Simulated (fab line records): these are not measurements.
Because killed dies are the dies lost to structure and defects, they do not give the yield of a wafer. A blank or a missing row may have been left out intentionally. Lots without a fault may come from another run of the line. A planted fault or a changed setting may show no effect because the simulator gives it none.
Matching of chambers | flow n5Finfet | rieDiel-01 running N5_BEOL_M9_ETCH_61: 4 sister chambers
The step etches SiARC in CF4, target depth 39 nm, time 65 s. 8 wafers are shown with their chamber, then 7 later ones without.

EACH WAFER AND ITS CHAMBER
wafer  | chamber | drypumpMotorCurrentA (A) | throttleValvePct (%)
L076.2 | 3       | 6.4                      | 15.46
L080.4 | 3       | 6.4                      | 15.47
L080.5 | 1       | 5.2                      | 15.96
L090.2 | 0       | 4.8                      | 15.47
L090.3 | 1       | 5.2                      | 15.97
L090.5 | 2       | 6.1                      | 15.27
L093.3 | 2       | 6.1                      | 15.27
L093.4 | 0       | 4.7                      | 15.49

WAFERS WITH NO CHAMBER GIVEN
wafer  | drypumpMotorCurrentA (A) | throttleValvePct (%)
L093.6 | 5.2                      | 15.98
L092.1 | 6.4                      | 15.51
L092.2 | 4.8                      | 15.49
L092.3 | 6.1                      | 15.26
L096.2 | 4.7                      | 15.50
L096.4 | 5.2                      | 15.49
L096.6 | 4.7                      | 15.51

WHICH CHAMBER EACH WENT THROUGH
wafer  | from the rows above | in truth
L093.6 | 1                   | 1
L092.1 | 3                   | 3
L092.2 | 0                   | 0
L092.3 | 2                   | 2
L096.2 | 0                   | 0
L096.4 | 0                   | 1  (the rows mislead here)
L096.6 | 0                   | 0
Placed correctly: 6 of 7. Number that these rows cannot place: 0. Number placed wrongly: 1.
How it was worked out, from the rows above alone: a wafer's distance from a chamber is the root of the sum, over the readings, of the square of ((its reading less the chamber's mean) divided by the reading's scatter). If the next closest chamber is less than 2 further off than the closest, the wafer can't be placed; otherwise it belongs to the closest. Each chamber's mean is taken over the wafers shown for it. The scatter: the root of (the sum of the squares of (reading less its chamber's mean) over the shown wafers, divided by (wafers less chambers)).
